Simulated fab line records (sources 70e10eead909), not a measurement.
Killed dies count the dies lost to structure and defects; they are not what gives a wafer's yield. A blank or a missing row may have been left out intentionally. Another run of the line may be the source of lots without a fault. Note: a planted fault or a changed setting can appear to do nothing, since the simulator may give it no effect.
Chamber matching ; flow nandHarc ; NHARC_P_M2_CMP_23 on cmp-03: 4 sister chambers
The step polishes, t overpolish 20 s, target thk 144.3 nm. 8 wafers are shown with their chamber, then 7 later ones without.

== WAFERS WITH THEIR CHAMBER ==
wafer;chamber;motorCurrentA (A);timeToEndpointS (s)
L302.2;0;10.9;28
L300.1;3;13.5;29
L303.3;0;11.7;22
L305.3;1;12.5;33
L305.4;3;14.0;30
L305.5;2;11.8;31
L306.2;1;12.4;30
L306.5;2;12.4;28

== WAFERS WITHOUT THEIR CHAMBER ==
wafer;motorCurrentA (A);timeToEndpointS (s)
L306.6;14.2;31
L318.1;12.9;28
L318.3;11.0;27
L318.6;11.4;27
L319.1;11.7;27
L319.3;12.8;27
L319.6;11.9;26

== THE CHAMBER EACH PASSED THROUGH ==
wafer;from the rows above;in truth
L306.6;3;3
L318.1;can't be placed: 1 or 2 or 3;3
L318.3;can't be placed: 0 or 2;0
L318.6;can't be placed: 0 or 2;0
L319.1;can't be placed: 0 or 2 or 1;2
L319.3;can't be placed: 1 or 2 or 3 or 0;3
L319.6;can't be placed: 2 or 0 or 1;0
Correctly placed: 1 of 7. Cannot be placed on the basis of these rows: 6; the candidates contain the true chamber in 6. Placed wrongly: 0.
How it was worked out, from the rows above alone: a wafer's distance from a chamber is the root of the sum, over the readings, of the square of ((its reading less the chamber's mean) divided by the reading's scatter). If the next closest chamber is less than 2 further off than the closest, the wafer can't be placed; otherwise it belongs to the closest. A chamber's mean is the mean of its shown wafers. The scatter is the square root of a quotient: the sum, over the shown wafers, of each reading's squared deviation from its chamber's mean, divided by wafers minus chambers.
